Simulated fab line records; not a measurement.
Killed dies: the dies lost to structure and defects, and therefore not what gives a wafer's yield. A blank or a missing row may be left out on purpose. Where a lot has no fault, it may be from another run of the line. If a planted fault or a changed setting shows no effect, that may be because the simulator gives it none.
fab line records ; flow n5_finfet
record: lots: 10; wafers: 30; last_day: 20
route steps=1938 shown BEOL_M3@946 BEOL_M4@1111
lots that met no fault: taken from a fault-free run of the same line
start_h: hours from the record's first day to the start of the lot's first wafer shown ; wait_h: hours from the lot's prior step to this one ; " same as the row above ; L1.1+2: a single row standing in for several wafers ; - either no value or no given start ; * or withheld: withheld ; < > ~ a bound
route shown NAME@n: NAME is a module with steps in the file, n the number in the route of the first one ; usual: average and standard deviation across the fault-free wafers ; same: alike in all rows ; chamber/n: place in a boat ; sites: readings site by site ; _std_site: the standard deviation of these ; _edge_site: the outer-site mean with the inner-site mean subtracted ; radius_mm: how far each site lies from the wafer's centre ; mask NAME#n: copy n ; behind: the tool/chamber that last shaped the wafer ; hold: what put the lot on hold/how long, in hours/how the hold closed ; device: whichever transistor did not switch (one of n, p or np) ; end of line: the route-end tests of the same wafers ; a step without rows: its recipe alone ; killed: the dies lost at the first sort to structure and to defects; this is not the yield of the wafer ; map: per-die view of a wafer (x killed, . not killed, _ where there is no die)
set.NAME: the run value of the setting; set.NAME@STEP: its run value at that earlier step ; model.NAME: the simulator's own value behind a step, which no gauge read
the route's steps for a sample of lots (tables are steps, rows are wafers)
services: from which hour (start_h, from the record's first day; less than 0 if before it) a tool's chamber was out of use, for how many hours, and why
== steps ==
step: N5_BEOL_M3_INSPECT_13
recipe: mode: adi; inspect_instrument: brightfield
usual: raw_defect_count: 431/110
lot.wafer;tool;chamber;start_h;wait_h;raw_defect_count
L810.2;defect_inspect-01;-;159.56;0.0;396
L810.4;defect_inspect-01;-;159.56;0.0;335
L810.6;defect_inspect-01;-;159.56;0.0;341
L811.1;defect_inspect-01;-;164.56;0.1;452
L811.2;defect_inspect-01;-;164.56;0.1;344
L811.5;defect_inspect-01;-;164.56;0.1;307
L814.1;defect_inspect-02;-;180.99;0.1;474
L814.2;defect_inspect-02;-;180.99;0.1;469
L814.6;defect_inspect-02;-;180.99;0.1;445
L816.3;defect_inspect-01;-;193.20;0.0;347
L816.4;defect_inspect-01;-;193.20;0.0;450
L816.5;defect_inspect-01;-;193.20;0.0;279
L825.2;defect_inspect-02;-;247.85;0.0;400
L825.3;defect_inspect-02;-;247.85;0.0;359
L825.4;defect_inspect-02;-;247.85;0.0;423
L823.1;defect_inspect-02;-;248.53;0.1;558
L823.2;defect_inspect-02;-;248.53;0.1;587
L823.5;defect_inspect-02;-;248.53;0.1;694
L827.2;defect_inspect-01;-;261.50;0.0;466
L827.5;defect_inspect-01;-;261.50;0.0;465
L827.6;defect_inspect-01;-;261.50;0.0;362
L828.1;defect_inspect-02;-;264.78;0.1;464
L828.4;defect_inspect-02;-;264.78;0.1;460
L828.5;defect_inspect-02;-;264.78;0.1;474
L832.1;defect_inspect-01;-;291.68;0.1;550
L832.2;defect_inspect-01;-;291.68;0.1;473
L832.3;defect_inspect-01;-;291.68;0.1;500
L831.1;defect_inspect-02;-;292.09;0.1;616
L831.3;defect_inspect-02;-;292.09;0.1;572
L831.5;defect_inspect-02;-;292.09;0.1;415
step: N5_BEOL_M3_STRIP_66
recipe: chemistry: CF4; resist: SiARC; power_w: 300; bias_power_w: 75; pressure_mtorr: 50; cf4_flow_sccm: 150; rf_frequency_hz: 6e+07
usual: drypump_motor_current_A: 5.6/0.49; oes_product_au: 0.78/0.057; rf_vpp_V: 271.0/1.4; showerhead_plenum_p_Torr: 1.79/0.057; throttle_valve_pct: 13.51/0.17
lot.wafer;tool;chamber;start_h;wait_h;drypump_motor_current_A;oes_product_au;rf_hours_counter_h;rf_vpp_V;showerhead_plenum_p_Torr;throttle_valve_pct
L810.2;rie_diel-06;0;159.81;0.0;5.9;0.75;157;272.5;1.88;13.56
L810.4;rie_diel-06;1;159.81;0.0;5.5;0.79;114;268.0;1.68;13.72
L810.6;rie_diel-06;2;159.81;0.0;6.0;0.77;-;270.6;1.80;13.70
L811.1;rie_diel-03;3;165.05;0.0;5.1;0.82;84;272.1;1.89;13.57
L811.2;rie_diel-03;0;165.05;0.0;5.4;0.75;160;271.2;1.79;13.49
L811.5;rie_diel-03;1;165.05;0.0;5.4;0.87;-;271.2;1.76;13.27
L814.1;rie_diel-05;3;181.28;0.0;6.1;0.76;148;271.4;1.78;13.48
L814.2;rie_diel-05;2;181.28;0.0;4.8;0.86;48;272.8;1.83;13.41
L814.6;rie_diel-05;0;181.28;0.0;5.6;0.71;-;270.9;1.79;13.80
L816.3;rie_diel-03;0;193.85;0.0;5.4;0.75;168;271.3;1.79;13.50
L816.4;rie_diel-03;3;193.85;0.0;5.1;0.81;92;274.0;1.89;13.59
L816.5;rie_diel-03;0;193.85;0.0;5.5;0.74;-;270.5;1.79;13.52
L825.2;rie_diel-05;3;248.09;0.0;6.1;0.75;171;270.9;1.77;13.51
L825.3;rie_diel-05;1;248.09;0.0;6.5;0.87;25;272.0;1.75;13.31
L825.4;rie_diel-05;2;248.09;0.0;4.8;0.83;71;272.0;1.82;13.46
L823.1;rie_diel-05;2;248.77;0.0;4.8;0.83;71;270.0;1.82;13.46
L823.2;rie_diel-05;0;248.77;0.0;5.6;0.70;225;270.4;1.79;13.84
L823.5;rie_diel-05;1;248.77;0.0;6.5;0.87;-;269.6;1.75;13.30
L827.2;rie_diel-03;2;261.79;0.0;6.2;0.72;191;270.0;1.72;13.40
L827.5;rie_diel-03;1;261.79;0.0;5.4;0.83;-;269.6;1.75;13.35
L827.6;rie_diel-03;2;261.79;0.0;6.1;0.72;-;268.8;1.72;13.39
L828.1;rie_diel-05;1;265.05;0.0;6.5;0.86;31;270.7;1.75;13.30
L828.4;rie_diel-05;0;265.05;0.0;5.6;0.70;230;271.3;1.78;13.87
L828.5;rie_diel-05;2;265.05;0.0;4.8;0.82;-;273.8;1.82;13.46
L832.1;rie_diel-05;1;291.92;0.0;6.5;0.85;38;270.7;1.75;13.32
L832.2;rie_diel-05;3;291.92;0.0;6.1;0.74;183;270.5;1.77;13.55
L832.3;rie_diel-05;0;291.92;0.0;5.6;0.69;237;270.1;1.78;13.88
L831.1;rie_diel-06;1;292.69;0.0;5.5;0.75;151;268.1;1.67;13.79
L831.3;rie_diel-06;0;292.69;0.0;5.9;0.72;195;272.3;1.87;13.63
L831.5;rie_diel-06;0;292.69;0.0;5.9;0.72;-;272.2;1.87;13.62
step: N5_BEOL_M3_COAT_76
recipe: resist: underlayer; temp_c: 205; time_s: 60; spin_rpm: 1500; resist_thk_nm: 5
usual: spin_speed_rpm: 1500.0/0.98
lot.wafer;tool;chamber;start_h;wait_h;spin_speed_rpm
L810.2;litho_track-02;0;160.08;-;1500.4
L810.4;litho_track-02;0;160.08;-;1501.4
L810.6;litho_track-02;0;160.08;-;1500.2
L811.1;litho_track-01;0;165.35;-;1498.5
L811.2;litho_track-01;0;165.35;-;1499.4
L811.5;litho_track-01;0;165.35;-;1500.1
L814.1;litho_track-02;0;181.54;-;1605.7
L814.2;litho_track-02;0;181.54;-;1604.9
L814.6;litho_track-02;0;181.54;-;1606.0
L816.3;litho_track-02;0;194.11;-;1605.5
L816.4;litho_track-02;0;194.11;-;1605.5
L816.5;litho_track-02;0;194.11;-;1604.5
L825.2;litho_track-05;0;248.46;-;1500.8
L825.3;litho_track-05;0;248.46;-;1500.5
L825.4;litho_track-05;0;248.46;-;1499.8
L823.1;litho_track-01;0;249.19;-;1501.4
L823.2;litho_track-01;0;249.19;-;1500.6
L823.5;litho_track-01;0;249.19;-;1499.8
L827.2;litho_track-02;0;262.13;-;1500.6
L827.5;litho_track-02;0;262.13;-;1498.8
L827.6;litho_track-02;0;262.13;-;1499.6
L828.1;litho_track-02;0;265.31;-;1500.5
L828.4;litho_track-02;0;265.31;-;1499.9
L828.5;litho_track-02;0;265.31;-;1499.2
L832.1;litho_track-01;0;292.18;-;1498.8
L832.2;litho_track-01;0;292.18;-;1500.7
L832.3;litho_track-01;0;292.18;-;1499.0
L831.1;litho_track-02;0;292.96;-;1499.5
L831.3;litho_track-02;0;292.96;-;1499.4
L831.5;litho_track-02;0;292.96;-;1499.8
step: N5_BEOL_M3_INSPECT_30
recipe: mode: adi; inspect_instrument: brightfield
usual: raw_defect_count: 433/110
lot.wafer;tool;chamber;start_h;wait_h;raw_defect_count
L810.2;defect_inspect-02;-;160.44;0.0;406
L810.4;defect_inspect-02;-;160.44;0.0;368
L810.6;defect_inspect-02;-;160.44;0.0;345
L811.1;defect_inspect-02;-;165.85;0.1;455
L811.2;defect_inspect-02;-;165.85;0.1;354
L811.5;defect_inspect-02;-;165.85;0.1;308
L814.1;defect_inspect-01;-;181.90;0.1;458
L814.2;defect_inspect-01;-;181.90;0.1;437
L814.6;defect_inspect-01;-;181.90;0.1;431
L816.3;defect_inspect-02;-;194.60;0.0;319
L816.4;defect_inspect-02;-;194.60;0.0;479
L816.5;defect_inspect-02;-;194.60;0.0;287
L825.2;defect_inspect-02;-;248.86;0.0;417
L825.3;defect_inspect-02;-;248.86;0.0;353
L825.4;defect_inspect-02;-;248.86;0.0;415
L823.1;defect_inspect-01;-;249.56;0.1;554
L823.2;defect_inspect-01;-;249.56;0.1;567
L823.5;defect_inspect-01;-;249.56;0.1;678
L827.2;defect_inspect-01;-;262.49;0.0;464
L827.5;defect_inspect-01;-;262.49;0.0;459
L827.6;defect_inspect-01;-;262.49;0.0;354
L828.1;defect_inspect-01;-;265.68;0.1;446
L828.4;defect_inspect-01;-;265.68;0.1;427
L828.5;defect_inspect-01;-;265.68;0.1;464
L832.1;defect_inspect-01;-;292.67;0.1;566
L832.2;defect_inspect-01;-;292.67;0.1;493
L832.3;defect_inspect-01;-;292.67;0.1;533
L831.1;defect_inspect-02;-;293.33;0.1;620
L831.3;defect_inspect-02;-;293.33;0.1;574
L831.5;defect_inspect-02;-;293.33;0.1;402
step: N5_BEOL_M4_RC_MEAS_101
usual: DIBL_N: 36.7/1.8; DIBL_P: 37.0/2.4; IOFF_N: 0.17/0.036; IOFF_P: 0.22/0.042; ION_N: 673/12; ION_P: 462/8.5; SS_N: 71.7/0.62; SS_P: 73.4/0.65; VT_N: 250/3.7; VT_P: -250/3.7
lot.wafer;tool;chamber;start_h;wait_h;DIBL_N[mV/V];DIBL_P[mV/V];IOFF_N[nA/um];IOFF_P[nA/um];ION_N[uA/um];ION_P[uA/um];SS_N[mV/dec];SS_P[mV/dec];VT_N[mV];VT_P[mV]
L810.2;prober-02;0;188.56;0.2;38.5;39.0;0.19;0.25;671;461;71.5;73.3;250;-250
L810.4;prober-02;0;188.56;0.2;38.2;39.0;0.21;0.24;675;460;71.9;74.6;245;-250
L810.6;prober-02;0;188.56;0.2;37.8;37.4;0.19;0.22;667;457;72.0;73.4;250;-249
L811.1;prober-02;0;195.99;0.0;36.8;37.0;0.15;0.20;660;460;72.2;73.1;252;-253
L811.2;prober-02;0;195.99;0.0;36.4;36.0;0.14;0.18;666;460;71.8;73.5;253;-255
L811.5;prober-02;0;195.99;0.0;38.0;38.4;0.18;0.21;667;457;72.5;73.6;251;-253
L814.1;prober-01;0;204.56;0.0;37.7;38.4;0.17;0.21;670;455;72.2;73.5;251;-253
L814.2;prober-01;0;204.56;0.0;34.6;34.7;0.13;0.16;671;456;71.1;72.0;252;-255
L814.6;prober-01;0;204.56;0.0;35.9;35.1;0.14;0.17;655;447;71.1;73.6;252;-254
L816.3;prober-02;0;224.45;0.3;36.2;37.7;0.16;0.22;675;471;71.6;73.5;249;-246
L816.4;prober-02;0;224.45;0.3;33.3;33.2;0.12;0.17;663;460;71.1;72.6;254;-251
L816.5;prober-02;0;224.45;0.3;37.4;38.6;0.18;0.25;677;468;72.3;73.3;248;-248
L825.2;prober-02;0;272.55;0.2;34.4;35.6;0.13;0.18;669;461;69.5;72.7;251;-253
L825.3;prober-02;0;272.55;0.2;36.2;37.1;0.15;0.22;677;474;71.6;73.1;249;-247
L825.4;prober-02;0;272.55;0.2;34.7;35.4;0.13;0.18;654;457;71.0;73.0;251;-251
L823.1;prober-01;0;280.22;0.0;36.7;38.6;0.16;0.23;667;458;71.5;74.3;250;-251
L823.2;prober-01;0;280.22;0.0;35.1;35.9;0.14;0.18;662;453;72.0;74.2;252;-257
L823.5;prober-01;0;280.22;0.0;37.1;38.7;0.19;0.23;691;466;71.7;74.5;245;-253
L827.2;prober-02;0;287.12;0.2;38.5;35.5;0.19;0.22;677;463;73.4;73.6;249;-246
L827.5;prober-02;0;287.12;0.2;36.2;32.7;0.14;0.17;662;453;71.1;72.6;253;-251
L827.6;prober-02;0;287.12;0.2;35.7;33.9;0.16;0.20;686;471;71.4;72.8;250;-249
L828.1;prober-02;0;300.73;0.0;39.0;38.1;0.20;0.21;679;459;72.0;72.6;248;-252
L828.4;prober-02;0;300.73;0.0;38.3;37.9;0.18;0.22;678;469;72.0;73.0;247;-251
L828.5;prober-02;0;300.73;0.0;39.3;38.2;0.21;0.22;677;456;72.1;73.0;248;-249
L831.1;prober-02;0;330.73;0.0;37.6;38.4;0.18;0.24;684;467;72.0;72.7;248;-250
L831.3;prober-02;0;330.73;0.0;36.9;37.5;0.16;0.22;671;460;71.8;73.1;249;-254
L831.5;prober-02;0;330.73;0.0;36.6;37.7;0.16;0.23;676;469;71.8;73.9;249;-251
L832.1;prober-01;0;355.73;0.0;36.6;36.4;0.15;0.19;669;454;71.8;72.8;251;-252
L832.2;prober-01;0;355.73;0.0;36.8;35.9;0.16;0.20;682;464;71.9;73.6;248;-253
L832.3;prober-01;0;355.73;0.0;35.9;35.0;0.14;0.18;670;455;71.6;73.4;251;-254
== services ==
tool;chamber;start_h;hours;kind
rie_diel-06;1;142.70;5.8;repair
rie_diel-05;1;150.32;-;clean
rie_diel-05;1;150.32;-;consumable_replace:focus_ring
rie_diel-05;1;150.32;18.0;scheduled_down
rie_diel-05;1;150.32;18.0;vent_cycle
rie_diel-06;2;160.23;3.0;repair
rie_diel-05;-;171.20;2.8;pm
rie_diel-06;-;190.75;2.8;pm
rie_diel-05;0;192.21;5.8;repair
rie_diel-05;-;195.70;0.7;repair
rie_diel-03;2;225.59;2.0;repair
rie_diel-05;0;241.22;3.8;repair
rie_diel-06;3;291.19;8.3;repair
== key ==
first_sign: step: N5_BEOL_M3_COAT_76; reading: spin_speed_rpm; direction: up; sigmas: 99+; usual: *; struck: *
effect none on later readings
met_at N5_BEOL_M3_COAT_76
struck_lots L814,L816
not_acting_at N5_BEOL_M3_INSPECT_13,N5_BEOL_M3_STRIP_66,N5_BEOL_M3_INSPECT_30
onset_between 160.08 181.54
fault: kind: process_parameter_drift; tool: litho_track-02; chamber: -; onset_h: 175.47; steps: N5_BEOL_M3_COAT_76; channel: spin_rpm; offset: *; shape: step; end_h: 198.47; acts_in: *; stated: *
